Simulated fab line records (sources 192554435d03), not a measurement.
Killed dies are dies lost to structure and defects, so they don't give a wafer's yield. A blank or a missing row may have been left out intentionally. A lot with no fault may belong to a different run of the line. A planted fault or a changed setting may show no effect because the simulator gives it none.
fab line records	flow n5-finfet
[record] lots = 11	wafers = 31	last-day = 18
route steps=1938 shown BEOL_M11@1596 BEOL_M12@1608
lots untouched by any fault: they come from a run of this same line in which no faults occurred
start-h: hours from the record's opening day to when the first of the lot's shown wafers began	wait-h: hours from the lot's prior step to this one	" same as the row above	L1.1+2: a single row standing in for several wafers	- no value, or no start given	* or withheld: withheld	< > ~ a bound
route shown NAME@n: NAME is a module with steps in the file, n the number in the route of the first one	usual: the fault-free wafers' mean and standard deviation	same: alike in all rows	chamber/n: place in a boat	sites: readings site by site	_std_site: the standard deviation of these	_edge_site: outer sites' mean less inner sites'	radius-mm: how far each site lies from the wafer's centre	mask NAME#n: copy n	behind: the tool/chamber that last shaped the wafer	hold: the reason the lot was held/the length of the hold in hours/how it ended	device: the n, p or np transistor that did not switch	end of line: the route-end tests of the same wafers	step lacking rows: just its recipe	killed: not the wafer's yield, but the dies lost to structure and defects at the first sort	map: a wafer's dies, marking killed ones x, the rest . and places with no die _
set.NAME: setting as actually run; set.NAME@STEP: the setting as run at that earlier step	model.NAME: the simulator's own value behind a step, which no gauge read
steps of the route over a sample of lots; a table a step, a row a wafer
services: the hour from which a tool's chamber was out of use, counted from the record's first day as start-h (under 0 if before that day), plus the number of hours and why
[[steps]]
[step N5_BEOL_M11_CMP_52]
[recipe] stop-on = SiCOH_lowk	t-overpolish-s = 7	down-force-psi = 1	platen-rpm = 50	clearing-platen-down-force-psi = 1.5	clearing-platen-rpm = 50	post-cmp-clean = cu-alkaline	target-thk-nm = 140	clearing-platen-pad-velocity-m-s = 0.99484	pad-velocity-m-s = 0.99484
[usual] barrier-field-endpoint-s = 28.5/0.76	motor-current-A = 5.9/0.65	overpolish-run-s = 7.000/0.0088	slurry-flow-ml-min = 150.0/0.45	time-to-endpoint-s = 64.4/2.9
lot.wafer	tool	chamber	start-h	wait-h	barrier-field-endpoint-s	motor-current-A	overpolish-run-s	slurry-flow-ml-min	time-to-endpoint-s
L546.2	cmp-04	2	234.97	0.2	28.3	5.3	7.008	150.1	63.6
L546.3	"	3	"	"	27.5	6.0	6.999	150.1	63.9
L546.4	"	1	"	"	28.0	6.2	7.005	150.6	62.0
L547.4	cmp-01	0	235.11	0.2	28.6	6.2	7.014	149.8	69.0
L547.1	"	1	"	"	28.5	5.5	6.992	150.3	64.7
L547.6	"	3	"	"	28.0	7.0	6.993	149.3	63.3
L548.2	cmp-03	3	241.60	0.2	28.9	5.3	7.006	148.9	65.0
L548.3	"	1	"	"	28.1	7.1	6.987	150.3	59.4
L548.5	"	3	"	"	29.9	5.4	7.004	149.6	69.0
L553.3	cmp-01	2	275.05	0.2	29.8	5.2	6.998	149.6	69.4
L553.5	"	1	"	"	30.4	4.9	6.987	149.5	71.0
L553.6	"	2	"	"	29.7	5.2	6.998	149.6	70.7
L552.4	cmp-04	2	289.86	0.2	29.0	5.2	6.996	150.0	69.6
L552.6	"	0	"	"	28.1	6.3	7.004	150.1	64.9
L552.5	"	1	"	"	28.7	6.1	7.002	150.7	64.4
L558.2	cmp-03	1	301.88	0.3	27.6	7.1	7.010	149.4	59.9
L558.1	"	2	"	"	28.7	6.2	6.997	150.2	65.7
L558.4	"	3	"	"	29.9	5.1	7.001	150.8	70.0
L556.4	cmp-04	0	305.70	0.2	28.8	5.7	6.999	150.1	61.7
L556.3	"	1	"	"	28.4	5.9	7.016	149.9	59.3
L556.6	"	3	"	"	28.8	6.5	6.993	150.6	63.9
L559.1	cmp-03	1	310.40	0.3	28.1	7.7	7.016	150.7	62.0
L559.3	"	2	"	"	29.1	6.2	7.009	150.1	66.7
L560.2	cmp-04	1	310.95	0.2	27.7	5.7	7.008	150.4	63.7
L560.3	"	3	"	"	27.3	6.1	6.997	149.8	66.1
L560.6	"	2	"	"	28.9	5.5	7.015	149.5	67.1
L565.1	cmp-04	1	344.34	0.6	27.7	5.6	7.003	149.7	61.5
L565.5	"	1	"	"	29.0	5.7	6.989	149.8	65.0
L565.6	"	2	"	"	28.4	5.4	6.998	150.1	65.9
L569.4	cmp-01	2	389.76	0.2	28.0	5.1	6.994	150.7	67.3
L569.1	"	0	"	"	27.4	6.2	7.002	150.4	60.9
[step N5_BEOL_M12_EXPOSE_07]
[recipe] mask-id = V11	na = 0.93	source-shape = conventional	sigma-outer = 0.6	polarization = unpolarized	attpsm-phase-deg = 180	dose-mj = 32.5
lot.wafer	tool	chamber	start-h	wait-h	mask
L546.2+3+4	krf-scanner-02	0	235.85	-	V11#0
L547.1+4+6	krf-scanner-01	0	236.98	-	V11#0
L548.2+3+5	krf-scanner-02	0	242.36	-	V11#0
L553.3+5+6	krf-scanner-01	0	275.90	-	V11#0
L552.4+5+6	krf-scanner-02	0	290.67	-	V11#0
L558.1+2+4	krf-scanner-01	0	302.74	-	V11#0
L556.3+4+6	krf-scanner-01	0	306.50	-	V11#0
L559.1+3	krf-scanner-01	0	311.07	-	V11#0
L560.2+3+6	krf-scanner-01	0	311.70	-	V11#0
L565.1+5+6	krf-scanner-01	0	345.26	-	V11#0
L569.1+4	krf-scanner-01	0	390.47	-	V11#0
[step N5_BEOL_M12_OVL_MEAS_11]
[recipe] points-per-wafer = 44
[usual] V11_OVL = 0/4.9
lot.wafer	tool	chamber	start-h	wait-h	V11_OVL[nm]
L546.2	overlay-01	0	236.05	0.0	3
L546.3	"	0	"	"	1
L546.4	"	0	"	"	2
L547.1	overlay-01	0	237.18	0.0	0
L547.4	"	0	"	"	-10
L547.6	"	0	"	"	-6
L548.2	overlay-01	0	242.56	0.0	11
L548.3	"	0	"	"	6
L548.5	"	0	"	"	3
L553.3	overlay-02	0	276.09	0.0	5
L553.5	"	0	"	"	2
L553.6	"	0	"	"	-3
L552.4	overlay-01	0	290.86	0.0	20
L552.5	"	0	"	"	13
L552.6	"	0	"	"	17
L558.1	overlay-01	0	302.95	0.0	5
L558.2	"	0	"	"	-4
L558.4	"	0	"	"	-4
L556.3	overlay-02	0	306.69	0.0	3
L556.4	"	0	"	"	-5
L556.6	"	0	"	"	-6
L559.1	overlay-02	0	311.28	0.0	12
L559.3	"	0	"	"	6
L560.2	overlay-02	0	311.90	0.0	12
L560.3	"	0	"	"	-5
L560.6	"	0	"	"	4
L565.1	overlay-01	0	345.46	0.0	-1
L565.5	"	0	"	"	-3
L565.6	"	0	"	"	-14
L569.1	overlay-02	0	390.67	0.0	5
L569.4	"	0	"	"	-2
[step N5_BEOL_M12_DESCUM_15]
[recipe] chemistry = O2	time-s = 7.9	source-power-w = 50	bias-power-w = 20	pressure-mtorr = 20	rf-frequency-hz = 2.712e+07	temp-c = 40	o2-flow-sccm = 225
[usual] drypump-motor-current-A = 5.5/0.49	oes-product-au = 0.83/0.072	rf-vpp-V = 243.0/1.4	showerhead-plenum-p-Torr = 2.08/0.067	throttle-valve-pct = 20.36/0.23
lot.wafer	tool	chamber	start-h	wait-h	drypump-motor-current-A	oes-product-au	rf-hours-counter-h	rf-vpp-V	showerhead-plenum-p-Torr	throttle-valve-pct
L546.2	rie-diel-04	2	236.11	0.0	5.1	0.89	32	241.5	2.06	20.33
L546.3	"	3	"	"	6.2	0.88	22	242.4	2.05	20.11
L546.4	"	1	"	"	6.0	0.72	222	243.8	2.16	20.87
L547.1	rie-diel-03	2	237.25	0.0	5.9	0.69	245	242.4	2.07	20.52
L547.4	"	0	"	"	6.1	0.88	44	243.1	2.05	20.75
L547.6	"	2	"	"	5.8	0.69	-	240.7	2.07	20.53
L548.2	rie-diel-02	2	242.61	0.0	5.1	0.82	83	242.0	2.04	20.36
L548.3	"	1	"	"	6.4	0.93	21	243.1	2.05	19.84
L548.5	"	3	"	"	5.3	0.88	-	246.5	2.22	20.32
L553.3	rie-diel-03	0	276.14	0.0	6.1	0.85	59	242.4	2.05	20.77
L553.5	"	0	"	"	6.1	0.86	-	243.2	2.05	20.79
L553.6	"	1	"	"	5.3	0.78	-	242.5	2.04	20.34
L552.4	rie-diel-03	3	290.91	0.0	5.2	0.69	191	245.9	2.14	20.36
L552.5	"	0	"	"	6.1	0.84	-	242.1	2.05	20.78
L552.6	"	3	"	"	5.2	0.70	-	244.2	2.14	20.35
L558.1	rie-diel-04	2	303.01	0.0	5.0	0.86	59	242.6	2.05	20.39
L558.2	"	1	"	"	6.0	0.70	249	245.0	2.15	20.92
L558.4	"	3	"	"	6.2	0.84	48	243.7	2.04	20.14
L556.3	rie-diel-03	2	306.75	0.0	5.9	0.93	13	242.7	2.07	20.20
L556.4	"	3	"	"	5.2	0.70	197	243.7	2.14	20.35
L556.6	"	1	"	"	5.3	0.78	-	241.6	2.04	20.34
L559.1	rie-diel-03	3	311.39	0.1	5.1	0.70	199	244.5	2.14	20.36
L559.3	"	0	"	"	6.1	0.83	72	242.7	2.04	20.80
L560.2	rie-diel-04	0	311.96	0.0	5.0	0.89	31	243.0	2.03	20.23
L560.3	"	2	"	"	5.1	0.85	64	241.5	2.05	20.39
L560.6	"	0	"	"	5.0	0.88	-	243.7	2.03	20.23
L565.1	rie-diel-04	3	345.52	0.0	6.2	0.81	66	242.1	2.04	20.18
L565.5	"	3	"	"	6.2	0.82	-	242.0	2.04	20.18
L565.6	"	0	"	"	5.0	0.86	-	242.8	2.02	20.26
L569.1	rie-diel-02	2	391.08	0.4	5.1	0.77	140	243.3	2.02	20.45
L569.4	"	2	"	"	5.1	0.77	-	240.2	2.02	20.45
[step N5_BEOL_M12_STRIP_63]
[recipe] chemistry = N2/H2	power-w = 1000	temp-c = 250	h2-frac = 0.65	overash-fraction = 0.3	pressure-mtorr = 1000	n2-flow-sccm = 1750	h2-flow-sccm = 3250
[usual] drypump-motor-current-A = 5.6/0.4	heater-power-w = 376/22	oes-product-au = 0.694/0.0047	strip-time-to-endpoint-s = 42.6/0.72
lot.wafer	tool	chamber	start-h	wait-h	drypump-motor-current-A	heater-power-w	oes-product-au	rf-hours-counter-h	strip-time-to-endpoint-s
L546.2	plasma-asher-01	1	236.40	-	6.2	419	0.691	114	43.6
L546.3	"	1	"	"	6.2	395	0.689	-	44.0
L546.4	"	0	"	"	5.1	359	0.693	-	42.7
L547.1	plasma-asher-02	1	237.54	-	5.4	353	0.693	70	42.7
L547.4	"	1	"	"	5.4	360	0.695	-	41.6
L547.6	"	1	"	"	5.4	365	0.690	-	42.9
L548.2	plasma-asher-02	0	242.90	-	5.7	389	0.691	71	43.4
L548.3	"	1	"	"	5.4	354	0.693	-	42.3
L548.5	"	1	"	"	5.4	357	0.697	-	41.3
L553.3	plasma-asher-02	0	276.45	-	5.7	370	0.700	-	43.9
L553.5	"	0	"	"	5.7	381	0.692	-	42.0
L553.6	"	1	"	"	5.4	369	0.692	-	43.1
L552.4	plasma-asher-01	0	291.22	-	5.1	361	0.702	-	42.7
L552.5	"	0	"	"	5.1	357	0.693	-	41.4
L552.6	"	1	"	"	6.1	403	0.697	-	41.9
L558.1	plasma-asher-01	0	303.29	-	5.1	348	0.692	133	41.5
L558.2	"	1	"	"	6.1	402	0.701	133	43.5
L558.4	"	0	"	"	5.1	359	0.701	-	42.0
L556.3	plasma-asher-02	1	307.06	-	5.4	362	0.691	-	42.4
L556.4	"	0	"	"	5.6	375	0.691	-	41.4
L556.6	"	0	"	"	5.6	394	0.692	-	41.9
L559.1	plasma-asher-01	0	311.68	-	5.1	356	0.694	135	42.8
L559.3	"	1	"	"	6.1	412	0.687	-	42.8
L560.2	plasma-asher-02	1	312.24	-	5.4	356	0.693	79	42.4
L560.3	"	0	"	"	5.6	383	0.696	-	41.7
L560.6	"	0	"	"	5.6	380	0.702	-	41.3
L565.1	plasma-asher-01	1	345.81	-	6.2	402	0.689	142	44.3
L565.5	"	1	"	"	6.1	407	0.696	-	42.6
L565.6	"	0	"	"	5.1	366	0.689	-	42.8
L569.1	plasma-asher-01	1	391.36	-	6.1	419	0.690	150	42.7
L569.4	"	0	"	"	5.1	363	0.688	-	43.3
[[services]]
tool	chamber	start-h	hours	kind
krf-scanner-02	-	220.34	0.8	pm
rie-diel-03	0	222.41	3.9	repair
krf-scanner-01	-	235.98	1.0	pm
rie-diel-04	0	244.97	22.3	repair
plasma-asher-02	-	245.59	28.1	pm
krf-scanner-01	-	246.10	1.3	pm
cmp-04	-	249.41	4.6	pm
krf-scanner-01	-	277.89	2.3	repair
plasma-asher-02	-	280.02	0.7	repair
krf-scanner-01	-	287.82	0.5	repair
cmp-04	-	293.47	3.0	repair
cmp-04	-	297.69	3.6	repair
krf-scanner-02	-	305.95	1.0	pm
krf-scanner-02	-	311.12	4.7	repair
krf-scanner-02	-	315.87	1.3	pm
krf-scanner-01	-	325.95	0.8	pm
cmp-04	-	326.54	7.1	pm
cmp-04	-	336.19	2.5	repair
plasma-asher-02	-	338.23	5.5	repair
cmp-04	-	348.12	2.1	repair
rie-diel-03	3	348.19	4.0	repair
krf-scanner-01	-	356.37	3.5	repair
rie-diel-03	1	368.65	27.6	repair
cmp-04	-	390.05	1.7	repair
[[key]]
[first-sign] step = N5_BEOL_M12_OVL_MEAS_11	reading = V11_OVL	direction = up	sigmas = 3.5	usual = 0	struck = 17
effect none on later readings
met-at N5_BEOL_M12_EXPOSE_07
struck-lots L552
rows-end L552.4
not-acting-at N5_BEOL_M11_CMP_52,N5_BEOL_M12_DESCUM_15,N5_BEOL_M12_STRIP_63
onset-between 242.36 290.67
[fault] kind = scanner-matching-overlay	tool = krf-scanner-02	chamber = -	onset-h = 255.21	steps = N5_BEOL_M12_EXPOSE_07	offset = 18.899
// rows-end: these wafers met a further fault down the route, and their rows from its step on are left out
